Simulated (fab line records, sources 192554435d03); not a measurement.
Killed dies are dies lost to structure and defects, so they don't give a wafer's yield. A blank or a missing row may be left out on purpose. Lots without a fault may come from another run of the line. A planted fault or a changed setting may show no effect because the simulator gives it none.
A struck lot beside a sound one | flow n5_finfet | 15 steps out of a route of 1938
Sound: wafers L334.1, L334.4, L334.6. Struck: wafer L337.3. (L337.1, L337.5 of the same lot were not struck and are left out.) The cause comes at the end.
At each step with rows: each side's tool, then ch and its chambers, then its first start. Under that, the readings that differ: sound wafers | struck wafers | difference of the means | sigmas: that difference in standard deviations of wafers without a fault.
alike: readings whose means differ by less than 2 such deviations, and words and numbers that are the same on both sides. not compared: withheld readings, readings that some wafer has no value for, bounds like >300 that may hide the same value, and numbers for which the record gives no deviation and whose values overlap.
The two part at a step that has a row with sigmas, a row that says differs or no value, or rows on one side only. Numbers that don't overlap but have no deviation are shown without sigmas and don't part them. A reading that every wafer of one side lacks parts them only if that side has two wafers or more.

first, 1 step without rows for these wafers: N5_BEOL_M6_ALD_77 (deposits TaN, target thk 2 nm, pulse time 2 s, purge time 3 s).
N5_BEOL_M6_SURFACE_TREAT_79:
  sound on pvd_sputter-02, day 12 15:26; struck on pvd_sputter-01, day 13 17:07
  not compared: throttle_valve_pct
then, 1 step without rows for these wafers: N5_BEOL_M6_CVD_78 (deposits Co from CCTBA/H2, target thk 2 nm, time 142.3 s).
N5_BEOL_M6_SPUTTER_48: material Cu, target thk 10 nm, time 1.667 s.
  sound on pvd_sputter-03, day 12 15:42; struck on pvd_sputter-03, day 13 17:28
  alike: bias_v, chuck_gas_flow_sccm, throttle_valve_pct
then, 1 step without rows for these wafers: N5_BEOL_M6_ECD_50 (material Cu, target thk 300 nm).
N5_BEOL_M6_ANNEAL_51: time 90 s.
  sound on rtp_anneal-02 ch 0, day 12 16:25; struck on rtp_anneal-02 ch 0, day 13 19:00
  alike: wafer_temp_C_max
then, 1 step without rows for these wafers: N5_BEOL_M6_CMP_52 (polishes, stops on SiCOH lowk, t overpolish 6.9 s, target thk 80 nm).
N5_BEOL_M6_THK_MEAS_53: measures by xrf.
  sound on film_metro-02, day 12 17:01; struck on film_metro-01, day 13 19:36
  alike: M6_THK
then, 1 step without rows for these wafers: N5_BEOL_M6_PRE_CLEAN_55 (time 15 s).
N5_BEOL_M6_DEP_56: deposits SiCN from 3MS/NH3, target thk 10 nm, time 17.5 s.
  sound on pecvd-04 ch 1,2, day 12 17:04; struck on pecvd-04 ch 1, day 13 19:40
  alike: showerhead_plenum_p_Torr, throttle_valve_pct
N5_BEOL_M6_RS_MEAS_57: measures by four-point-probe.
  sound on film_metro-02, day 12 17:08; struck on film_metro-01, day 13 19:44
  alike: M6_RS
N5_BEOL_M6_INSPECT_58: inspects for defects (darkfield).
  sound on defect_inspect-02, day 12 17:10; struck on defect_inspect-01, day 13 19:46
  alike: raw_defect_count
N5_BEOL_M7_ILD_DEP_00: deposits SiCOH lowk from DEMS/porogen, target thk 179.75 nm, time 33.4 s.
  sound on pecvd-01 ch 0,1, day 12 17:12; struck on pecvd-02 ch 1, day 13 19:48
  reading              | sound                | struck | difference | sigmas
  susceptor_temp_C (C) | 299.80 299.96 299.98 | 297.35 | -2.56      | -13
  alike: heater_power_w, showerhead_plenum_p_Torr, throttle_valve_pct
N5_BEOL_M7_CURE_74: cures SiCOH lowk, time 240 s.
  sound on uv_cure-03 ch 0, day 12 17:16; struck on uv_cure-01 ch 0, day 13 19:52
  reading            | sound             | struck | difference | sigmas
  lamp_power_pct (%) | 52.33 52.29 52.31 | 52.43  | +0.12      | +2
  alike: wafer_temp_C_max
-- the record jumps here: 4 days lie between the struck wafers' starts before and after (it left off in module BEOL_M7 and takes up again in module PASSIVATION, whose first step shown is number 1936 of the route) --
N5_PASSIVATION_PROBE_49:
  sound on prober-01, day 16 11:56; struck on prober-01, day 17 08:07
  reading                  | sound          | struck | difference | sigmas
  defect_limited_yield (%) | 89.9 93.6 92.3 | 86.8   | -5.1       | -3
  killed_at_front_end      | 61 38 36       | 80     | +35        | +3
  killed_at_other          | 2 0 2          | 7      | +6         | +2
  killed_dies              | 119 75 91      | 156    | +61        | +3
  killed_open              | 85 55 68       | 106    | +37        | +3
  killed_short             | 31 18 23       | 41     | +17        | +2
  sort_bin_5_function (%)  | 5.0 4.3 4.2    | 7.5    | +3.0       | +3
  sort_bin_6_memory (%)    | 4.6 1.8 3.1    | 5.2    | +2.0       | +3
  sort_n_pass              | 1061 1105 1089 | 1024   | -61        | -3
  sort_yield_pct (%)       | 89.9 93.6 92.3 | 86.8   | -5.1       | -3
  alike: killed_at_M0_to_M3, killed_at_M4_up, killed_at_contacts, sort_bin_4_leakage, sort_bin_8_speed

WHERE THEY PART
First at N5_BEOL_M7_ILD_DEP_00; last, within this record, at N5_PASSIVATION_PROBE_49.

WHY: what the simulator had put in
Process parameter drift: pecvd-02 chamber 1, from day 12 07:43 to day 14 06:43, at N5_BEOL_M7_ILD_DEP_00. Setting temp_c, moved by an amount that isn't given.
